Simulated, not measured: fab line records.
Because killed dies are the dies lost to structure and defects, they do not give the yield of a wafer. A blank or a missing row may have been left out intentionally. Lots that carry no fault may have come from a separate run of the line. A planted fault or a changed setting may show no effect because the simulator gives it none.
Chamber matching -- flow n5Finfet -- N5_BEOL_M8_ETCH_65 on rieDiel-05: 4 sister chambers
The step etches SiARC in CF4, target depth 15.6 nm, time 26 s. 8 wafers are shown with their chamber, then 9 later ones without.

WAFERS, EACH WITH ITS CHAMBER
wafer,chamber,drypumpMotorCurrentA (A),showerheadPlenumPTorr (Torr)
L082.1,3,5.4,2.22
L086.1,3,5.4,2.22
L086.3,2,6.6,2.08
L088.4,1,5.9,2.06
L088.5,0,5.7,2.18
L090.2,1,5.9,2.06
L090.3,2,6.6,2.08
L090.6,0,5.6,2.17

WAFERS MISSING THEIR CHAMBER
wafer,drypumpMotorCurrentA (A),showerheadPlenumPTorr (Torr)
L091.4,6.6,2.08
L091.5,5.9,2.06
L091.6,5.4,2.22
L095.1,5.4,2.21
L095.2,6.6,2.07
L095.4,5.7,2.17
L096.2,5.4,2.21
L096.5,5.9,2.06
L096.6,5.7,2.17

WHICH CHAMBER EACH WENT THROUGH
wafer,from the rows above,in truth
L091.4,2,2
L091.5,1,1
L091.6,3,3
L095.1,3,3
L095.2,2,2
L095.4,0,0
L096.2,3,3
L096.5,1,1
L096.6,0,0
Placed correctly: 9 of 9. Can't be placed from these rows: 0. Wrongly placed: 0.
How it was worked out, from the rows above alone: a wafer's distance from a chamber is the root of the sum, over the readings, of the square of ((its reading less the chamber's mean) divided by the reading's scatter). The wafer belongs to the nearest chamber; if the next one is less than 2 further off, it can't be placed. For every chamber, the mean is computed from those of its wafers that are shown. The scatter: the root of (the sum of the squares of (reading less its chamber's mean) over the shown wafers, divided by (wafers less chambers)).
